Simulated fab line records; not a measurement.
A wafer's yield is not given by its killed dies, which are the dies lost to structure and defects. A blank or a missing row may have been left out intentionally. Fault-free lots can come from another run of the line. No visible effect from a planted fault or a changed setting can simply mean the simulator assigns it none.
Chamber matching | flow n5Finfet | 3 sister chambers for N5_BEOL_M4_PECVD_72 on pecvd-01
The step deposits SiO2 from TEOS/O2, target thk 16 nm, time 18 s. 3 wafers are shown with their chamber, then 7 later ones without.

WAFERS WITH THEIR CHAMBER
wafer  | chamber | showerheadPlenumPTorr (Torr)
L078.4 | 2       | 8.89
L090.1 | 0       | 8.77
L090.2 | 1       | 8.83

WAFERS MISSING THEIR CHAMBER
wafer  | showerheadPlenumPTorr (Torr)
L090.5 | 8.88
L092.1 | 8.83
L092.3 | 8.88
L092.6 | 8.80
L097.3 | 8.87
L097.4 | 8.87
L097.6 | 8.72

CHAMBER TAKEN BY EACH
wafer  | from the rows above     | in truth
L090.5 | can't be placed: 2 or 1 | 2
L092.1 | 1                       | 1
L092.3 | can't be placed: 2 or 1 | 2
L092.6 | can't be placed: 1 or 0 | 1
L097.3 | can't be placed: 2 or 1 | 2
L097.4 | can't be placed: 2 or 1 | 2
L097.6 | 0                       | 0
Correctly placed: 2 of 7. From these rows, 5 cannot be placed; in 5 the true chamber is one of the candidates. Placed wrongly: 0.
How it was worked out, from the rows above alone: a wafer's distance from a chamber is the root of the sum, over the readings, of the square of ((its reading less the chamber's mean) divided by the reading's scatter). If the next closest chamber is less than 2 further off than the closest, the wafer can't be placed; otherwise it belongs to the closest. Each chamber's mean is taken over the wafers shown for it. The scatter: root of mean squared gap, hidden wafer to nearest shown wafer, with one shown wafer a chamber.
